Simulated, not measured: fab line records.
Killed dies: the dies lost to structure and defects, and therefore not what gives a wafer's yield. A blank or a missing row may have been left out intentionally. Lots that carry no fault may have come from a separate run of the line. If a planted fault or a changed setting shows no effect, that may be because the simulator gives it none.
A struck lot beside a sound one + flow nand_harc + 38 out of 1302 route steps
Sound: the wafers L165.1, L165.3, L165.6. Wafers L177.2, L177.3, L177.5 were the ones struck. The cause is named last.
For every step that has rows: the tool of each side, followed by ch and its chambers, followed by its first start. Under that, the readings that differ: sound wafers + struck wafers + difference of the means + sigmas: that difference in standard deviations of wafers without a fault.
alike: a reading whose means differ by less than 2 such deviations, as well as words and numbers matching on both sides. not compared: withheld readings; readings where some wafer has no value; bounds like >300 that might hide an equal value; numbers whose values overlap and for which the record gives no deviation.
The two part at a step that has a row with sigmas, a row that says differs or no value, or rows on one side only. Numbers that have no deviation but don't overlap get no sigmas and don't part them. A reading missing from all wafers of one side parts the sides only when that side holds two or more wafers.

first, 3 steps without rows for these wafers: NHARC_A_SLIT_ETCH_26 (etches the open film in C4F8/O2/Ar, time 90 s, target depth 400 nm); NHARC_A_SLIT_STRIP_28 (strips in O2/COS); NHARC_A_SLIT_ETCH_29 (etches the open film in CF4/O2, target depth 100 nm, overetch 10 nm, time 55 s).
NHARC_A_SLIT_STRIP_18: strips in O2.
  sound on rie_diel-02 ch 1,3; struck on rie_diel-10 ch 1,2,3
  alike: drypump_motor_current_A, oes_product_au, rf_vpp_V, showerhead_plenum_p_Torr, throttle_valve_pct
  not compared: rf_hours_counter_h
then, 2 steps without rows for these wafers: NHARC_A_SLIT_PRECLEAN_19 (cleans in SC1); NHARC_A_SLIT_SRD_20.
NHARC_A_SLIT_CD_MEAS_21:
  sound on cd_sem-03, day 22 01:44; struck on cd_sem-03, day 28 00:04
  alike: cd_nm
then, 3 steps without rows for these wafers: NHARC_A_SIN_REMOVE_WET_00 (chemistry H3PO4, time 15300 s); NHARC_A_SIN_REMOVE_PRECLEAN_01 (cleans in SC1); NHARC_A_SIN_REMOVE_SRD_02.
NHARC_A_SIN_REMOVE_INSPECT_04:
  sound on defect_inspect-02, day 22 08:20; struck on defect_inspect-01, day 28 06:43
  alike: raw_defect_count
NHARC_A_WL_FILL_ALD_00: deposits Al2O3, target thk 3 nm, pulse time 3 s, ald cycles 30.
  sound on ald_hk-02 ch 0,2, day 22 08:25; struck on ald_hk-02 ch 0,2,3, day 28 06:47
  no value came back on the struck wafers for any of 5 readings (ald_cycles, heater_power_outer_w (W) and others); on the sound wafers ald_cycles reads 30 30 30
then, 1 step without rows for these wafers: NHARC_A_WL_FILL_RTA_01 (time 5 s).
NHARC_A_WL_FILL_ALD_02: deposits TiN, target thk 2 nm, pulse time 3 s, ald cycles 100.
  sound on ald_metal-03 ch 0,2,3, day 22 08:55; struck on ald_metal-03 ch 0,3, day 28 07:25
  alike: heater_power_outer_w, heater_power_w, precursor_pulse_height_rel, susceptor_temp_C
then, 1 step without rows for these wafers: NHARC_A_WL_FILL_CVD_03 (deposits W, target thk 40 nm, time 279 s).
NHARC_A_WL_FILL_ETCHBACK_04: etches the open film in NF3, target depth 60 nm, time 120 s.
  sound on rie_metal-01 ch 1, day 22 09:41; struck on rie_metal-03 ch 0, day 28 08:14
| reading                     | sound             | struck            | difference | sigmas |
|-----------------------------|-------------------|-------------------|------------|--------|
| drypump_motor_current_A (A) | 6.52 6.51 6.51    | 5.61 5.59 5.60    | -0.91      | -3     |
| oes_product_au (a.u.)       | 1.009 1.015 1.012 | 0.998 0.993 0.995 | -0.017     | -2     |
  alike: he_backside_leak_sccm
  not compared: rf_hours_counter_h
then, 16 steps without rows for these wafers: NHARC_A_WL_FILL_ETCHBACK_05 (etches the open film in Cl2/BCl3, target depth 22 nm, time 60 s); NHARC_A_WL_FILL_STRIP_27 (strips in N2/H2, time 20 s); NHARC_A_WL_FILL_STRIP_28 (strips in post etch residue remover, time 1200 s); NHARC_A_WL_FILL_PRECLEAN_06 (cleans in DIW, time 300 s); NHARC_A_WL_FILL_SRD_07; NHARC_A_WL_FILL_ANNEAL_08 (time 1800 s); NHARC_A_WL_FILL_ALD_10 (deposits SiO2, target thk 50 nm, pulse time 10 s, ald cycles 500); NHARC_A_WL_FILL_ETCHBACK_16 (etches the open film in C4F8/O2/Ar, target depth 120 nm, time 24 s); NHARC_A_WL_FILL_STRIP_29 (strips in O2, time 20 s); NHARC_A_WL_FILL_ETCHBACK_17 (etches the open film in Cl2/BCl3, target depth 4 nm, time 26.7 s); NHARC_A_WL_FILL_PRECLEAN_18 (cleans in dHF, time 30 s); NHARC_A_WL_FILL_SRD_21; NHARC_A_WL_FILL_CVD_23 (deposits poly-Si, target thk 40 nm, time 800 s); NHARC_A_WL_FILL_ETCHBACK_26 (etches the open film in HBr, target depth 52 nm, time 13.3 s); NHARC_A_WL_FILL_PRECLEAN_30 (cleans in dHF, time 10 s); NHARC_A_WL_FILL_SRD_14.
NHARC_A_WL_FILL_ALD_19: deposits TiN, target thk 2 nm, pulse time 3 s, ald cycles 100.
  sound on ald_metal-02 ch 0,2,3, day 23 02:26; struck on ald_metal-02 ch 0,3, day 29 02:38
  alike: heater_power_outer_w, heater_power_w, precursor_pulse_height_rel, susceptor_temp_C
then, 1 step without rows for these wafers: NHARC_A_WL_FILL_CVD_20 (deposits W, target thk 100 nm, time 74 s).
NHARC_A_WL_FILL_CMP_12: polishes, t overpolish 30 s, target thk 100 nm.
  sound on cmp-01 ch 1,2,3, day 23 02:50; struck on cmp-01 ch 1,2, day 29 03:01
  alike: motor_current_A, overpolish_run_s, time_to_endpoint_s
next, for these wafers, 1 step has no rows: NHARC_A_WL_FILL_SRD_31.
-- jump in the record: it breaks off in module A_WL_FILL and resumes in module END (first step shown: number 1301 of the route), and 4 days separate the struck wafers' starts before and after --
NHARC_END_WLT_00:
  sound on prober-01, day 26 05:58; struck on prober-02, day 32 15:23
| reading                           | sound             | struck            | difference | sigmas      |
|-----------------------------------|-------------------|-------------------|------------|-------------|
| VT_DECK1_BOTTOM                   | 0.874 0.876 0.877 | 6.031 5.995 5.960 | +5.120     | +99 or more |
| VT_DECK1_BOTTOM_INNER             | 0.872 0.878 0.877 | 6.029 5.954 6.027 | +5.128     | +99 or more |
| VT_DECK1_MEDIAN_NEAR_BOTTOM       | 0.882 0.875 0.883 | 6.036 6.060 5.959 | +5.138     | +99 or more |
| VT_DECK1_MEDIAN_NEAR_BOTTOM_INNER | 0.873 0.874 0.878 | 5.988 5.987 5.981 | +5.110     | +99 or more |
| VT_DECK1_MIDDLE                   | 0.883 0.893 0.895 | 6.047 6.030 6.031 | +5.146     | +99 or more |
| VT_DECK1_MIDDLE_INNER             | 0.889 0.892 0.891 | 5.984 5.984 6.011 | +5.102     | +99 or more |
| VT_DECK1_TOP                      | 0.898 0.892 0.898 | 6.000 5.996 5.951 | +5.086     | +99 or more |
| VT_DECK1_TOP_INNER                | 0.898 0.896 0.893 | 5.972 5.991 5.977 | +5.084     | +99 or more |
| VT_DECK2_BOTTOM                   | 0.864 0.863 0.871 | 6.054 6.018 6.047 | +5.174     | +99 or more |
| VT_DECK2_BOTTOM_INNER             | 0.861 0.872 0.865 | 5.984 5.916 6.042 | +5.115     | +99 or more |
| VT_DECK2_MEDIAN_NEAR_BOTTOM       | 0.865 0.870 0.873 | 5.966 6.002 5.981 | +5.114     | +99 or more |
| VT_DECK2_MEDIAN_NEAR_BOTTOM_INNER | 0.868 0.869 0.863 | 5.993 6.055 5.956 | +5.135     | +99 or more |
| VT_DECK2_MIDDLE                   | 0.876 0.881 0.875 | 5.978 6.039 6.035 | +5.140     | +99 or more |
| VT_DECK2_MIDDLE_INNER             | 0.878 0.873 0.884 | 6.088 5.988 6.009 | +5.150     | +99 or more |
| VT_DECK2_TOP                      | 0.895 0.886 0.887 | 5.992 6.014 6.031 | +5.123     | +99 or more |
| VT_DECK2_TOP_INNER                | 0.886 0.884 0.882 | 5.946 6.029 5.990 | +5.104     | +99 or more |
  not compared: hold
NHARC_END_SORT_01:
  the record has rows for the sound wafers here (prober-01 ch 0, day 26 08:59) and none for the struck ones

## WHERE THEY PART
At NHARC_A_WL_FILL_ALD_00 first; at NHARC_END_SORT_01 last (within this record only).

WHY: the cause the simulator had injected
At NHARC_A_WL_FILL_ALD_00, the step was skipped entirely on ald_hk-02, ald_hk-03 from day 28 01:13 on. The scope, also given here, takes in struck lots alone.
